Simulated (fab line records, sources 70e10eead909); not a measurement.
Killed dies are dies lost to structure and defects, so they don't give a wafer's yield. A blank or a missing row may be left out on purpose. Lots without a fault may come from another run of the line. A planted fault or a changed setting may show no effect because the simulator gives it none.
Which tool did it? | flow nand_harc | 12 lots, 36 wafers sampled, at 1 step of a route of 1159

WHAT THE GAUGES READ, wafer by wafer
NHARC_A_SLIT_CD_MEAS_09: target cd 300 nm.
lot  | measured     | on        | cd_nm (nm)
L074 | day 14 15:08 | cd_sem-01 | 299.5 300.4 299.4
L076 | day 14 23:04 | cd_sem-03 | 298.8 299.1 299.9
L078 | day 15 04:40 | cd_sem-01 | 299.2 299.2 299.6
L080 | day 16 08:38 | cd_sem-02 | 299.7 300.0 300.5
L082 | day 16 20:30 | cd_sem-02 | 300.1 299.7 300.5
L086 | day 17 14:16 | cd_sem-03 | 299.9 299.4 299.4
L085 | day 17 15:56 | cd_sem-01 | 299.7 299.8 300.4
L088 | day 18 04:05 | cd_sem-03 | 299.8 300.1 300.1
L090 | day 18 16:49 | cd_sem-02 | 300.2 300.0 299.4
L094 | day 19 03:19 | cd_sem-03 | 300.0 299.7 299.6
L096 | day 19 08:33 | cd_sem-01 | 299.3 299.7 300.4
L097 | day 20 05:14 | cd_sem-02 | 299.9 299.7 300.0

WHICH TOOL RAN EACH LOT (tool, then ch and the chambers of the sampled wafers, then the start)
The record holds no process step before these readings.

THE ANSWER, worked out from the rows above alone
Rule: what is usual is taken from the lots themselves. Put in order of their means at a reading, lots are off if they are a third of the lots or fewer, leave a main group of 4 or more, and stand apart from it by a gap of 3 or more times the standard deviation of the main group's means; of several such gaps the widest counts. A main group whose means are all the same, to the digits that the tables above print for the reading, isn't used. A lot without any number at a reading at which 4 lots or more have one is off too. The other lots that the step has rows for count as sound.
No lot is off at any reading shown: from this, nothing can be told.

WHAT THE SIMULATOR HAD PUT IN
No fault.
